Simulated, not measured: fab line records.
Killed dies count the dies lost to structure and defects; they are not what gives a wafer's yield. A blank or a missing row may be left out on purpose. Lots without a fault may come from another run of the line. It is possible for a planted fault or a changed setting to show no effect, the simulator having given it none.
Split-lot study	flow n5-finfet	route with 1938 steps; 7 lots, 21 wafers read

== THE SPLIT ==
At N5_HKMG_FIN_COAT_66 (time 60 s, resist thk 300 nm), the setting spin-rpm was moved away from the recipe's 1500 rpm on 6 of the 21 wafers read, by -9.5% to +9.4%. This setting was run at the recipe's value on the other wafers.

The reading comes from the split's own step.

== THE READING ==
SOC_of_HKMG_FIN_COAT_66.thk-nm (the simulator's own value, which no gauge read), in nm, at N5_HKMG_FIN_COAT_66 (time 60 s, resist thk 300 nm). There is no usual value for it anywhere in the file. Across the 15 wafers here that went through the recipe, the average is 300.4 nm and the standard deviation 0.84 nm.

wafer	tool, chamber at the split	spin-rpm as run, rpm	against the recipe	SOC_of_HKMG_FIN_COAT_66.thk-nm, nm	against lot-mates on the recipe
L078.1	litho-track-02, 0	1500	recipe	300.6	-
L078.3	litho-track-02, 0	1414	-5.7%	309.6	+9.0
L078.6	litho-track-02, 0	1414	-5.7%	310.6	+10.0
L079.2	litho-track-02, 0	1641	+9.4%	287.4	-12.8
L079.3	litho-track-02, 0	1500	recipe	300.2	-
L079.5	litho-track-02, 0	1500	recipe	300.2	-
L082.2	litho-track-02, 0	1557	+3.8%	295.4	-5.5
L082.3	litho-track-02, 0	1500	recipe	300.6	-
L082.4	litho-track-02, 0	1500	recipe	301.2	-
L091.1	litho-track-04, 0	1500	recipe	299.8	-
L091.2	litho-track-04, 0	1500	recipe	300	-
L091.6	litho-track-04, 0	1500	recipe	299.4	-
L094.1	litho-track-02, 0	1500	recipe	302.2	-
L094.4	litho-track-02, 0	1415	-5.7%	311.6	+9.5
L094.5	litho-track-02, 0	1500	recipe	302	-
L095.1	litho-track-02, 0	1500	recipe	300.2	-
L095.2	litho-track-02, 0	1500	recipe	299.6	-
L095.6	litho-track-02, 0	1500	recipe	300.6	-
L097.2	litho-track-03, 0	1500	recipe	299.4	-
L097.4	litho-track-03, 0	1500	recipe	299.6	-
L097.5	litho-track-03, 0	1358	-9.5%	315.2	+15.7

FIT RESULTS
A straight line over all 21 wafers: SOC_of_HKMG_FIN_COAT_66.thk-nm changes by -1.56 nm for each +1% of spin-rpm; r = -0.99; the points scatter about the line by 1 nm.
The same after taking each lot's own level away (the mean of its wafers on the recipe; 21 wafers): -1.55 nm for each +1%; r = -1.00; scatter 0.55 nm.
According to that fit, moving spin-rpm by its largest amount changes the reading by 15 nm.
The lots' own levels span 299.50 to 302.10 nm, that is 3.1 times the standard deviation above.
Consequently the slope shifts little with the lot-to-lot level, the two slopes agreeing.
Check: with one of the wafers moved furthest among these (-9.5%) left out of the fit, the line predicts +14.5 nm for it against its lot-mates. It came out at +15.7 nm against them.

== THESE WAFERS: OTHER SPLITS ==
Other splits were also applied to these wafers ahead of the reading. Each is held against what the fit with the lots' levels taken away leaves over:
other split on the same wafers	wafers away from the commonest value	r with SOC_of_HKMG_FIN_COAT_66.thk-nm (lot level and that fit taken away)
N5_WELL_APT_EXPOSE_05 dose-mj	8	+0.35
N5_WELL_APT_DEVELOP_07 develop-time-s	9	+0.32
N5_FIN_SAQP_HM_DEP_72 time-s	3	-0.06
N5_FIN_CUT_CUT_ETCH_26 time-s	3	+0.14
N5_FIN_CUT_PRECLEAN_35 time-s	9	+0.31
N5_SD_EPI_P_ETCH_36 bias-w	9	-0.09

== THE FILE'S OWN FIT ==
SOC_of_HKMG_FIN_COAT_66.thk-nm changes by -1.55 nm for each +1% of spin-rpm, r = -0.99.
